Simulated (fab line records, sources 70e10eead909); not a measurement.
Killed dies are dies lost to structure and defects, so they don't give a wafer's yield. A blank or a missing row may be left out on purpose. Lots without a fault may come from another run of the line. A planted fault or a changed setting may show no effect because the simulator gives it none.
Which tool did it? | flow nand_harc | 14 lots, 42 wafers sampled, at 4 steps of a route of 1302

WHAT THE GAUGES READ, wafer by wafer
NHARC_P_ZERO_WELL_CD_MEAS_37: target cd 720 nm.
lot  | measured     | on        | cd_nm (nm)
L640 | day 2 00:10  | cd_sem-02 | 716.9 719.2 718.6
L641 | day 2 10:15  | cd_sem-01 | 718.0 718.3 717.3
L643 | day 3 06:08  | cd_sem-01 | 718.3 718.9 719.8
L646 | day 4 12:10  | cd_sem-03 | 718.5 718.2 720.2
L648 | day 5 08:49  | cd_sem-02 | 719.8 720.6 718.8
L649 | day 5 18:08  | cd_sem-03 | 719.8 721.3 720.3
L650 | day 6 04:19  | cd_sem-02 | 716.7 719.0 717.7
L651 | day 6 14:14  | cd_sem-01 | 719.6 719.5 718.9
L652 | day 7 00:23  | cd_sem-02 | 718.0 720.4 716.9
L653 | day 7 19:07  | cd_sem-01 | 718.4 719.0 718.8
L654 | day 7 20:10  | cd_sem-03 | 718.6 720.3 719.4
L655 | day 8 06:13  | cd_sem-02 | - - -
L656 | day 8 16:26  | cd_sem-03 | - - -
L661 | day 10 18:04 | cd_sem-01 | 721.0 720.2 722.6

NHARC_P_ZERO_WELL_INSPECT_43.
lot  | measured     | on                | raw_defect_count
L640 | day 2 03:31  | defect_inspect-01 | 22 32 19
L641 | day 2 13:35  | defect_inspect-01 | 13 21 16
L643 | day 3 09:34  | defect_inspect-02 | 7 4 9
L646 | day 4 15:38  | defect_inspect-02 | 20 15 10
L648 | day 5 12:55  | defect_inspect-01 | 7 7 7
L649 | day 5 21:37  | defect_inspect-02 | 11 7 10
L650 | day 6 07:47  | defect_inspect-01 | 10 8 8
L651 | day 6 17:34  | defect_inspect-02 | 14 4 17
L652 | day 7 20:27  | defect_inspect-01 | 9 15 16
L653 | day 7 22:33  | defect_inspect-02 | 17 22 10
L654 | day 7 23:29  | defect_inspect-01 | 16 9 4
L655 | day 8 09:40  | defect_inspect-02 | 1069 1117 1037
L656 | day 8 19:52  | defect_inspect-01 | 1124 1052 1077
L661 | day 10 21:32 | defect_inspect-01 | 8 1 19

WHICH TOOL RAN EACH LOT (tool, then ch and the chambers of the sampled wafers, then the start)
lot  | NHARC_P_ZERO_WELL_DESCUM_26        | NHARC_P_ZERO_WELL_EXPOSE_34
L640 | rie_diel-04 ch 1,2,3, day 1 22:41  | krf_scanner-01 ch 0, day 2 00:01
L641 | rie_diel-07 ch 0,1, day 2 08:46    | krf_scanner-02 ch 0, day 2 10:06
L643 | rie_diel-07 ch 0,1, day 3 04:45    | krf_scanner-01 ch 0, day 3 05:58
L646 | rie_diel-01 ch 0,2, day 4 10:50    | krf_scanner-02 ch 0, day 4 12:01
L648 | rie_diel-07 ch 0,2,3, day 5 07:22  | krf_scanner-01 ch 0, day 5 08:40
L649 | rie_diel-04 ch 0,3, day 5 16:46    | krf_scanner-01 ch 0, day 5 17:59
L650 | rie_diel-01 ch 0,1,3, day 6 02:50  | krf_scanner-04 ch 0, day 6 04:10
L651 | rie_diel-01 ch 1,2,3, day 6 12:46  | krf_scanner-01 ch 0, day 6 14:05
L652 | rie_diel-01 ch 0,2,3, day 6 22:55  | krf_scanner-04 ch 0, day 7 00:14
L653 | rie_diel-01 ch 0,2,3, day 7 08:34  | krf_scanner-04 ch 0, day 7 18:58
L654 | rie_diel-01 ch 0,1, day 7 18:49    | krf_scanner-04 ch 0, day 7 20:01
L655 | rie_diel-01 ch 0,1,3, day 8 04:47  | krf_scanner-02, day 8 06:04
L656 | rie_diel-07 ch 0,1, day 8 14:57    | krf_scanner-01, day 8 16:17
L661 | rie_diel-04 ch 0,1,2, day 10 16:43 | krf_scanner-01 ch 0, day 10 17:55
- NHARC_P_ZERO_WELL_DESCUM_26: chemistry O2, time 3 s.
- NHARC_P_ZERO_WELL_EXPOSE_34: exposes mask P PWELL, target cd 720 nm.

WHAT THE TOOLS THEMSELVES READ (means of the sampled wafers that have a number; where no wafer has one, the mark that the record gives instead)
NHARC_P_ZERO_WELL_DESCUM_26.
lot  | tool        | drypump_motor_current_A (A) | oes_product_au (a.u.) | rf_vpp_V (V) | showerhead_plenum_p_Torr (Torr) | throttle_valve_pct (%)
L640 | rie_diel-04 | 5.7                         | 0.986                 | 57.4         | 1.88                            | 11.309
L641 | rie_diel-07 | 5.9                         | 1.005                 | 58.3         | 1.94                            | 11.314
L643 | rie_diel-07 | 6.1                         | 1.005                 | 57.5         | 1.92                            | 11.312
L646 | rie_diel-01 | 5.5                         | 1.001                 | 57.7         | 1.91                            | 11.306
L648 | rie_diel-07 | 6.1                         | 1.005                 | 58.6         | 1.95                            | 11.315
L649 | rie_diel-04 | 6.0                         | 0.999                 | 57.6         | 1.85                            | 11.317
L650 | rie_diel-01 | 5.3                         | 1.001                 | 57.3         | 1.90                            | 11.315
L651 | rie_diel-01 | 5.1                         | 1.001                 | 58.0         | 1.92                            | 11.316
L652 | rie_diel-01 | 5.3                         | 0.993                 | 57.5         | 1.95                            | 11.308
L653 | rie_diel-01 | 5.3                         | 1.007                 | 58.2         | 1.95                            | 11.309
L654 | rie_diel-01 | 5.5                         | 1.002                 | 57.6         | 1.85                            | 11.313
L655 | rie_diel-01 | 5.3                         | 1.007                 | 58.1         | 1.89                            | 11.312
L656 | rie_diel-07 | 5.9                         | 0.999                 | 57.4         | 1.92                            | 11.311
L661 | rie_diel-04 | 5.5                         | 1.004                 | 57.2         | 1.89                            | 11.311

NHARC_P_ZERO_WELL_EXPOSE_34.
lot  | tool           | exposure_dose_mJ_cm2 | focus_offset_nm (nm) | reticle_temp_C (C)
L640 | krf_scanner-01 | 22.297               | -0.1                 | 23.01
L641 | krf_scanner-02 | 22.333               | -0.3                 | 23.01
L643 | krf_scanner-01 | 22.285               | 0.3                  | 22.92
L646 | krf_scanner-02 | 22.338               | 0.8                  | 22.87
L648 | krf_scanner-01 | 22.315               | 0.2                  | 23.14
L649 | krf_scanner-01 | 22.288               | 0.3                  | 23.06
L650 | krf_scanner-04 | 22.268               | 0.2                  | 23.01
L651 | krf_scanner-01 | 22.319               | 0.3                  | 23.13
L652 | krf_scanner-04 | 22.268               | 0.2                  | 22.93
L653 | krf_scanner-04 | 22.290               | 0.1                  | 23.05
L654 | krf_scanner-04 | 22.303               | -0.4                 | 22.82
L655 | krf_scanner-02 | -                    | -                    | -
L656 | krf_scanner-01 | -                    | -                    | -
L661 | krf_scanner-01 | 22.335               | -0.1                 | 22.98

THE ANSWER, worked out from the rows above alone
Rule: what is usual is taken from the lots themselves. Put in order of their means at a reading, lots are off if they are a third of the lots or fewer, leave a main group of 4 or more, and stand apart from it by a gap of 3 or more times the standard deviation of the main group's means; of several such gaps the widest counts. A main group whose means are all the same, to the digits that the tables above print for the reading, isn't used. A lot without any number at a reading at which 4 lots or more have one is off too. The other lots that the step has rows for count as sound. The gauges are gone through in route order, then the tools' own readings, and for those a lot's mean is taken as printed above. The first step at which some lot is off is used, and at that step the reading that is off furthest; a lot without a number counts as furthest.
Off: L655, L656, at NHARC_P_ZERO_WELL_CD_MEAS_37 (cd_nm). Without a number there: L655, L656. The main group: mean 719.1 nm, standard deviation 0.99.
A tool fits if, at a process step before that reading, it ran every lot that is off, and no sound lot after the first of them. The gauges at NHARC_P_ZERO_WELL_CD_MEAS_37 aren't tried: what is off there is off at NHARC_P_ZERO_WELL_INSPECT_43 too, on other tools, and a gauge's error can't cause that. None of those tried fits.

WHAT THE SIMULATOR HAD PUT IN
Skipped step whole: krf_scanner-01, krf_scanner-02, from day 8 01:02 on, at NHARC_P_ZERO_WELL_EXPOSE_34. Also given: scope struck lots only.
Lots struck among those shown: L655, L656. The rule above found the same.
